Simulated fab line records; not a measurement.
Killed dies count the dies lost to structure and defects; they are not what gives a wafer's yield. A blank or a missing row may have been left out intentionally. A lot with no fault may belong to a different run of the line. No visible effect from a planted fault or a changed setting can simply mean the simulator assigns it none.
A lot that was struck, set against a sound lot    flow nand harc    11 out of 1302 route steps
Sound: these wafers, L673.1, L673.3, L673.4. Wafers struck: L667.1, L667.3, L667.5. The cause is given at the end.
For every step that has rows: the tool of each side, followed by ch and its chambers, followed by its first start. Under that, the readings that differ: sound wafers    struck wafers    difference of the means    sigmas: that difference in standard deviations of wafers without a fault.
alike: readings with means less than 2 such deviations apart, plus words and numbers identical on both sides. not compared: withheld readings, readings lacking a value on some wafer, bounds such as >300 that could conceal the same value, and numbers that have no deviation in the record and whose values overlap.
Wherever a step has rows on one side only, a row that says differs or no value, or a row with sigmas, the two part there. Numbers that don't overlap but have no deviation are shown without sigmas and don't part them. A reading that every wafer of one side lacks parts them only if that side has two wafers or more.

first, 1 step without rows for these wafers: NHARC_A_WL_FILL_CVD_23 (deposits poly-Si, target thk 40 nm, time 800 s).
NHARC_A_WL_FILL_ETCHBACK_26: etches the open film in HBr, target depth 52 nm, time 13.3 s.
  sound on rie si-05 ch 0,1,3, day 29 18:29; struck on rie si-01 ch 0,3, day 26 20:17
  alike: drypump motor current A, oes product au, throttle valve pct
  not compared: rf hours counter h
then, 2 steps without rows for these wafers: NHARC_A_WL_FILL_PRECLEAN_30 (cleans in dHF, time 10 s); NHARC_A_WL_FILL_SRD_14.
NHARC_A_WL_FILL_ALD_19: deposits TiN, target thk 2 nm, pulse time 3 s, ald cycles 100.
  sound on ald metal-01 ch 0,1,3, day 29 18:46; struck on ald metal-01 ch 0,2,3, day 26 20:34
  alike: heater power w, precursor pulse height rel
NHARC_A_WL_FILL_CVD_20: deposits W, target thk 100 nm, time 74 s.
  sound on cvd w-01 ch 0,1; struck on cvd w-01 ch 1
  alike: heater power w, mfc ar sccm, throttle valve pct
NHARC_A_WL_FILL_CMP_12: polishes, t overpolish 30 s, target thk 100 nm.
  sound on cmp-03 ch 1,2,3, day 29 19:10; struck on cmp-03 ch 0,1,2, day 26 20:59
reading               sound                 struck                difference  sigmas
overpolish run s (s)  30.023 30.008 30.006  29.983 30.007 29.987  -0.020      -2
  alike: motor current A, time to endpoint s
next, for these wafers, 1 step has no rows: NHARC_A_WL_FILL_SRD_31.
NHARC_A_WL_FILL_INSPECT_15:
  sound on defect inspect-02 at day 29 19:36; struck on defect inspect-02 at day 26 21:24
  alike: raw defect count
NHARC_A_CONTACT_DEP_24: deposits SiO2, target thk 500 nm.
  sound on pecvd-02 ch 0,1,2, day 29 19:44; struck on pecvd-01 ch 0,2, day 26 21:35
reading             sound              struck                difference  sigmas
rf fwd power W (W)  898.7 900.6 904.2  1008.9 1006.9 1008.6  +107.0      +40
  alike: heater power w, throttle valve pct
-- break in the record here, with 3 days between the starts of the struck wafers on either side (left off in module A_CONTACT, picked up again in module END, where the first step shown is number 1302 on the route) --
NHARC_END_SORT_01:
  the record has rows for the struck wafers here (prober-01 ch 0, day 30 02:02) and none for the sound ones

WHERE THEY PART
Last at NHARC_END_SORT_01 as far as this record goes, first at NHARC_A_WL_FILL_CMP_12.

WHY: what had been put in by the simulator
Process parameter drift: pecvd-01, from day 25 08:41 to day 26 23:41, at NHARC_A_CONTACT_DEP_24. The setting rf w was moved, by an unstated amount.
